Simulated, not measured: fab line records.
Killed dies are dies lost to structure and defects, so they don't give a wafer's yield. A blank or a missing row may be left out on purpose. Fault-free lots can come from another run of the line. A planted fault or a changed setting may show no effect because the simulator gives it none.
A struck lot beside a sound one + flow nandHarc + 46 out of 1302 route steps
Sound: wafers L334.1, L334.2, L334.5. Struck: wafer L354.6. The cause is given at the end.
At each step with rows: each side's tool, then ch and its chambers, then its first start. Under that, the readings that differ: sound wafers + struck wafers + difference of the means + sigmas: that difference in standard deviations of wafers without a fault.
alike: a reading whose means differ by less than 2 such deviations, as well as words and numbers matching on both sides. not compared: withheld readings; readings where some wafer has no value; bounds like >300 that might hide an equal value; numbers whose values overlap and for which the record gives no deviation.
The two part at a step that has a row with sigmas, a row that says differs or no value, or rows on one side only. Numbers that don't overlap but have no deviation are shown without sigmas and don't part them. Lack of a reading on every wafer of one side parts them only where that side has two or more wafers.

first, 6 steps without rows for these wafers: NHARC_P_ZERO_WELL_COAT_18; NHARC_P_ZERO_WELL_SOFTBAKE_19 (time 95 s); NHARC_P_ZERO_WELL_EBR_20; NHARC_P_ZERO_WELL_EXPOSE_21 (exposes mask P NWELL, target cd 720 nm); NHARC_P_ZERO_WELL_PEB_22 (peb time 85 s); NHARC_P_ZERO_WELL_DEVELOP_23 (time 70 s).
NHARC_P_ZERO_WELL_CD_MEAS_24: the cd target is 720 nm.
  sound on cdSem-02 ch 0, day 1 22:35; struck on cdSem-02 ch 0, day 10 07:50
  alike: cdNm
then, 1 step without rows for these wafers: NHARC_P_ZERO_WELL_HARDBAKE_25 (time 80 s).
NHARC_P_ZERO_WELL_DESCUM_26: chemistry O2, time 3 s.
  sound on rieDiel-04 ch 0,1, day 1 22:46; struck on rieDiel-04 ch 2, day 10 08:02
  alike: chamberPressureMTorr, drypumpMotorCurrentA, oesProductAu, rfVppV, showerheadPlenumPTorr, throttleValvePct
  not compared: rfHoursCounterH
then, 3 steps without rows for these wafers: NHARC_P_ZERO_WELL_IMPLANT_27; NHARC_P_ZERO_WELL_IMPLANT_57; NHARC_P_ZERO_WELL_IMPLANT_58.
NHARC_P_ZERO_WELL_STRIP_28: strips in SPM, time 840 s.
  sound on wetBench-03 ch 4,5,6, day 1 23:30; struck on wetBench-07 ch 1, day 10 08:43
then, 8 steps without rows for these wafers: NHARC_P_ZERO_WELL_DEHYDRATE_29 (time 120 s); NHARC_P_ZERO_WELL_HMDS_30 (time 30 s); NHARC_P_ZERO_WELL_COAT_31; NHARC_P_ZERO_WELL_SOFTBAKE_32 (time 95 s); NHARC_P_ZERO_WELL_EBR_33; NHARC_P_ZERO_WELL_EXPOSE_34 (exposes mask P PWELL, target cd 720 nm); NHARC_P_ZERO_WELL_PEB_35 (peb time 85 s); NHARC_P_ZERO_WELL_DEVELOP_36 (time 70 s).
NHARC_P_ZERO_WELL_CD_MEAS_37: the cd target is 720 nm.
  sound on cdSem-02 ch 0, day 2 00:14; struck on cdSem-02 ch 0, day 10 09:29
  alike: cdNm
then, 1 step without rows for these wafers: NHARC_P_ZERO_WELL_HARDBAKE_38 (time 80 s).
NHARC_P_ZERO_WELL_DESCUM_39: chemistry O2, time 3 s.
  sound on rieDiel-02 ch 2,3, day 2 00:24; struck on rieDiel-02 ch 0, day 10 10:10
| reading                      | sound             | struck | difference | sigmas |
|------------------------------|-------------------|--------|------------|--------|
| chamberPressureMTorr (mTorr) | 60.03 60.03 60.00 | 59.87  | -0.15      | -3     |
| oesProductAu (a.u.)          | 0.988 0.993 0.990 | 1.006  | +0.016     | +2     |
  alike: drypumpMotorCurrentA, rfVppV, showerheadPlenumPTorr, throttleValvePct
  not compared: rfHoursCounterH
then, 12 steps without rows for these wafers: NHARC_P_ZERO_WELL_IMPLANT_40; NHARC_P_ZERO_WELL_IMPLANT_59; NHARC_P_ZERO_WELL_IMPLANT_60; NHARC_P_ZERO_WELL_STRIP_41 (strips in SPM, time 840 s); NHARC_P_ZERO_WELL_DEHYDRATE_44 (time 120 s); NHARC_P_ZERO_WELL_HMDS_45 (time 30 s); NHARC_P_ZERO_WELL_COAT_46; NHARC_P_ZERO_WELL_SOFTBAKE_47 (time 95 s); NHARC_P_ZERO_WELL_EBR_48; NHARC_P_ZERO_WELL_EXPOSE_49 (exposes mask P HVPW, target cd 2000 nm); NHARC_P_ZERO_WELL_PEB_50 (peb time 85 s); NHARC_P_ZERO_WELL_DEVELOP_51 (time 70 s).
NHARC_P_ZERO_WELL_CD_MEAS_52: the cd target is 2000 nm.
  sound on cdSem-02 ch 0, day 2 01:53; struck on cdSem-02 ch 0, day 10 11:37
  alike: cdNm
then, 1 step without rows for these wafers: NHARC_P_ZERO_WELL_HARDBAKE_53 (time 80 s).
NHARC_P_ZERO_WELL_DESCUM_54: chemistry O2, time 3 s.
  sound on rieDiel-07 ch 1,2,3, day 2 02:03; struck on rieDiel-02 ch 3, day 10 11:49
  alike: chamberPressureMTorr, drypumpMotorCurrentA, oesProductAu, rfVppV, showerheadPlenumPTorr, throttleValvePct
  not compared: rfHoursCounterH
then, 3 steps without rows for these wafers: NHARC_P_ZERO_WELL_IMPLANT_55; NHARC_P_ZERO_WELL_IMPLANT_61; NHARC_P_ZERO_WELL_STRIP_56 (strips in SPM, time 840 s).
NHARC_P_ZERO_WELL_INSPECT_43:
  sound on defectInspect-01 at day 2 03:41; struck on defectInspect-01 at day 10 13:35
| reading        | sound  | struck | difference | sigmas      |
|----------------|--------|--------|------------|-------------|
| rawDefectCount | 18 5 9 | 579    | +568       | +99 or more |
  not compared: hold
NHARC_P_STI_ETCH_26: etches SiO2 in dHF, target depth 11 nm.
  sound on wetBench-06 ch 2,5,7, day 2 03:44; struck on wetBench-05 ch 5, day 10 14:46
| reading | sound | struck                  | difference                   | sigmas |
|---------|-------|-------------------------|------------------------------|--------|
| hold    | - - - | awaitDispo/1.1h/release | no value on the sound wafers |        |
NHARC_P_STI_INSPECT_11:
  sound on defectInspect-02 at day 2 20:23; struck on defectInspect-01 at day 11 04:47
| reading        | sound | struck | difference | sigmas      |
|----------------|-------|--------|------------|-------------|
| rawDefectCount | 3 8 7 | 576    | +570       | +99 or more |
  not compared: hold
-- record jumps: 23 days between struck wafers' starts before vs after; left off in module P_STI, resumes in module END, first step shown is number 1302 of the route --
NHARC_END_SORT_01:
  at this point the record logs the struck wafers (prober-01 ch 0, day 34 16:04) and has no rows for the sound ones

## WHERE THEY PART
At NHARC_P_ZERO_WELL_DESCUM_39 first; at NHARC_END_SORT_01 last (within this record only).

WHY: whatever the simulator had introduced
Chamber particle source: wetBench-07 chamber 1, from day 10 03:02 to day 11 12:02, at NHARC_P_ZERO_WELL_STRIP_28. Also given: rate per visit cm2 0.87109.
